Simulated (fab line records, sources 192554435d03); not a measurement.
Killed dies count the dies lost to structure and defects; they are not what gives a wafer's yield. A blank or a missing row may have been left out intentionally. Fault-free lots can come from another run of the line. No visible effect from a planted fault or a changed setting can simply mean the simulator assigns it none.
Lot-split experiment	flow n5-finfet	route with 1938 steps; 7 lots, 39 wafers read

## ABOUT THE SPLIT
At N5_BEOL_M1_ILD_DEP_00 (deposits SiOC from DEMS/O2, target thk 79 nm, time 15.3 s), the setting time-s was moved away from the recipe's 15.3 s on 18 of the 39 wafers read, by -25.7% to +52.7%. This setting was run at the recipe's value on the other wafers.

No step appears in the file between the split and the reading.

## THE READING
Values of M1_ILD_THK in nm from N5_BEOL_M1_THK_MEAS_01. Typical for fault-free wafers on this fab line: 79.1 nm, with standard deviation 1.1 nm.

wafer	tool, chamber at the split	time-s as run, s	against the recipe	M1_ILD_THK, nm	against lot-mates on the recipe
L074.1	pecvd-02, 2	15.3	recipe	78.9	-
L074.2	pecvd-02, 0	11.37	-25.7%	60.5	-20.0
L074.3	pecvd-02, 1	11.37	-25.7%	60.3	-20.2
L074.4	pecvd-02, 2	15.3	recipe	81.5	-
L074.5	pecvd-02, 0	11.37	-25.7%	61.1	-19.4
L074.6	pecvd-02, 1	15.3	recipe	81.2	-
L079.2	pecvd-02, 2	15.3	recipe	78.5	-
L079.3	pecvd-02, 1	15.3	recipe	77.7	-
L079.5	pecvd-02, 2	15.3	recipe	79.8	-
L081.1	pecvd-03, 2	21.63	+41.4%	109.4	+29.5
L081.2	pecvd-03, 1	15.3	recipe	79.0	-
L081.3	pecvd-03, 0	15.3	recipe	79.5	-
L081.4	pecvd-03, 1	21.63	+41.4%	111.5	+31.6
L081.5	pecvd-03, 0	15.3	recipe	81.1	-
L081.6	pecvd-03, 2	21.63	+41.4%	110.8	+30.9
L082.1	pecvd-04, 1,2	18.62	+21.7%	95.8	+15.9
L082.2	pecvd-04, 1,2	18.62	+21.7%	95.7	+15.8
L082.3	pecvd-04, 0	15.3	recipe	79.7	-
L082.4	pecvd-04, 2	15.3	recipe	80.2	-
L082.5	pecvd-04, 1	18.62	+21.7%	97.7	+17.8
L082.6	pecvd-04, 0	15.3	recipe	79.9	-
L090.1	pecvd-04, 0,1	19.28	+26.0%	100.6	+20.6
L090.2	pecvd-04, 2	19.28	+26.0%	98.2	+18.2
L090.3	pecvd-04, 1	15.3	recipe	78.8	-
L090.4	pecvd-04, 2	15.3	recipe	80.2	-
L090.5	pecvd-04, 0,1	19.28	+26.0%	100.5	+20.5
L090.6	pecvd-04, 0	15.3	recipe	81.1	-
L092.1	pecvd-04, 1	15.3	recipe	77.5	-
L092.2	pecvd-04, 2	12.46	-18.6%	63.9	-14.4
L092.3	pecvd-04, 0	12.46	-18.6%	63.4	-14.9
L092.4	pecvd-04, 2,0	15.3	recipe	78.6	-
L092.5	pecvd-04, 2,0	15.3	recipe	78.7	-
L092.6	pecvd-04, 1	12.46	-18.6%	64.1	-14.2
L095.1	pecvd-03, 2	23.36	+52.7%	117.5	+39.4
L095.2	pecvd-03, 1,2	15.3	recipe	77.7	-
L095.3	pecvd-03, 1	23.36	+52.7%	119.7	+41.6
L095.4	pecvd-03, 1,2	15.3	recipe	77.6	-
L095.5	pecvd-03, 1	15.3	recipe	79.0	-
L095.6	pecvd-03, 2	23.36	+52.7%	119.1	+41.0
When a row names more than one chamber, that row covers several wafers, and the file does not tell which wafer ran in which chamber.

FIT RESULTS
A straight line over all 39 wafers: M1_ILD_THK changes by +0.759 nm for each +1% of time-s; r = +1.00; the points scatter about the line by 1.2 nm.
The same after taking each lot's own level away (the mean of its wafers on the recipe; 39 wafers): +0.764 nm for each +1%; r = +1.00; scatter 0.88 nm.
That fit puts the effect of the largest move of time-s on the reading at 40 nm.
Measured against the standard deviation above, the lots' own levels, which go from 78.10 to 80.53 nm, span 2.2 times it.
The two slopes agree, so the slope changes little with the lot-to-lot level.
Check: with one of the wafers moved furthest among these (+52.7%) left out of the fit, the line predicts +40.3 nm for it against its lot-mates. It came out at +39.4 nm against them.

## THE OTHER SPLITS THESE WAFERS WENT THROUGH
Note: prior to the reading, these wafers also went through further splits. Each is held against what the fit with the lots' levels taken away leaves over:
other split on the same wafers	wafers away from the commonest value	r with M1_ILD_THK (lot level and that fit taken away)
N5_FIN_SAQP_PECVD_06 time-s	15	+0.21
N5_SPACER0_ALD_07 target-thk-a	15	+0.07
N5_HKMG_FIN_CVD_62 time-s	9	+0.08
N5_MOL_CONTACT_COAG_ALD_27 time-s	18	+0.13

## THE WHOLE CHAIN: every reading that the file lists as answering this split, in the file's order
step	what it does	reading	change (the file's fit)	r (the file's)
N5_BEOL_M1_ILD_DEP_00	deposits SiOC from DEMS/O2, target thk 79 nm, time 15.3 s	SiOC_of_BEOL_M1_ILD_DEP_00.thk-nm (the simulator's own value, which no gauge read)	+0.763 nm for each +1% of the setting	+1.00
N5_BEOL_M1_THK_MEAS_01		M1_ILD_THK	+0.763 for each +1% of the setting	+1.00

## FILE'S OWN FIT
M1_ILD_THK changes by +0.763 nm for each +1% of time-s, r = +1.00.
